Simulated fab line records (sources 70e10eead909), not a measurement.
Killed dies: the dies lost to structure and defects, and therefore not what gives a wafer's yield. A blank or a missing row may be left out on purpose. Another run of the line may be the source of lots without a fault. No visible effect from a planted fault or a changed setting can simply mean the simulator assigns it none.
Chamber matching || flow nand-harc || NHARC_A_BLC_ALD_23 on ald-metal-02: 4 sister chambers
The step deposits TiN, target thk 3 nm, pulse time 1 s, ald cycles 150. 14 wafers are shown with their chamber, then 7 later ones without.

EACH WAFER AND ITS CHAMBER
{"wafer": "L074.1", "chamber": 3, "heater-power-w (W)": 1032, "precursor-pulse-height-rel": 1.025}
{"wafer": "L074.3", "chamber": 0, "heater-power-w (W)": 1094, "precursor-pulse-height-rel": 1.007}
{"wafer": "L074.5", "chamber": 2, "heater-power-w (W)": 928, "precursor-pulse-height-rel": 0.974}
{"wafer": "L079.1", "chamber": 2, "heater-power-w (W)": 938, "precursor-pulse-height-rel": 0.974}
{"wafer": "L079.4", "chamber": 1, "heater-power-w (W)": 901, "precursor-pulse-height-rel": 0.995}
{"wafer": "L079.5", "chamber": 1, "heater-power-w (W)": 933, "precursor-pulse-height-rel": 0.995}
{"wafer": "L082.3", "chamber": 2, "heater-power-w (W)": 927, "precursor-pulse-height-rel": 1.004}
{"wafer": "L082.5", "chamber": 3, "heater-power-w (W)": 1014, "precursor-pulse-height-rel": 1.006}
{"wafer": "L082.6", "chamber": 0, "heater-power-w (W)": 1114, "precursor-pulse-height-rel": 0.996}
{"wafer": "L087.2", "chamber": 1, "heater-power-w (W)": 866, "precursor-pulse-height-rel": 1.036}
{"wafer": "L087.3", "chamber": 3, "heater-power-w (W)": 1077, "precursor-pulse-height-rel": 1.029}
{"wafer": "L087.6", "chamber": 2, "heater-power-w (W)": 917, "precursor-pulse-height-rel": 0.993}
{"wafer": "L089.3", "chamber": 0, "heater-power-w (W)": 1129, "precursor-pulse-height-rel": 1.004}
{"wafer": "L089.4", "chamber": 3, "heater-power-w (W)": 1055, "precursor-pulse-height-rel": 1.049}

SIGNATURES (means of the wafers above)
{"reading": "heater-power-w", "chamber 0": 1112.33, "chamber 1": 900.00, "chamber 2": 927.50, "chamber 3": 1044.50, "scatter within a chamber": 23.1}
{"reading": "precursor-pulse-height-rel", "chamber 0": 1.00233, "chamber 1": 1.00867, "chamber 2": 0.98625, "chamber 3": 1.02725, "scatter within a chamber": 0.0167}
Rule: for each reading, subtract the chamber's mean from the wafer's reading, divide by that reading's scatter and square the result; add these up over the readings and take the root, which gives the wafer's distance from the chamber. The wafer belongs to the nearest chamber; if the next one is less than 2 further off, it can't be placed. The scatter: the root of (the sum of the squares of (reading less its chamber's mean) over the shown wafers, divided by (wafers less chambers)).

WAFERS WITHOUT THEIR CHAMBER
{"wafer": "L089.5", "heater-power-w (W)": 1048, "precursor-pulse-height-rel": 1.022}
{"wafer": "L091.1", "heater-power-w (W)": 1054, "precursor-pulse-height-rel": 0.997}
{"wafer": "L091.4", "heater-power-w (W)": 916, "precursor-pulse-height-rel": 0.975}
{"wafer": "L091.6", "heater-power-w (W)": 1108, "precursor-pulse-height-rel": 1.016}
{"wafer": "L093.2", "heater-power-w (W)": 1113, "precursor-pulse-height-rel": 0.992}
{"wafer": "L093.3", "heater-power-w (W)": 867, "precursor-pulse-height-rel": 0.968}
{"wafer": "L093.4", "heater-power-w (W)": 841, "precursor-pulse-height-rel": 0.997}

WHICH CHAMBER EACH ONE RAN IN
{"wafer": "L089.5", "from the rows above": 3, "in truth": 3}
{"wafer": "L091.1", "from the rows above": "can't be placed: 3 or 0", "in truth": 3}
{"wafer": "L091.4", "from the rows above": "can't be placed: 2 or 1", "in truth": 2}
{"wafer": "L091.6", "from the rows above": "can't be placed: 0 or 3", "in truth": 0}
{"wafer": "L093.2", "from the rows above": 0, "in truth": 0}
{"wafer": "L093.3", "from the rows above": "can't be placed: 1 or 2", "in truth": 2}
{"wafer": "L093.4", "from the rows above": "can't be placed: 1 or 2", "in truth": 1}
2 of 7 placed correctly. Cannot be placed on the basis of these rows: 5; the candidates contain the true chamber in 5. Wrongly placed: 0.
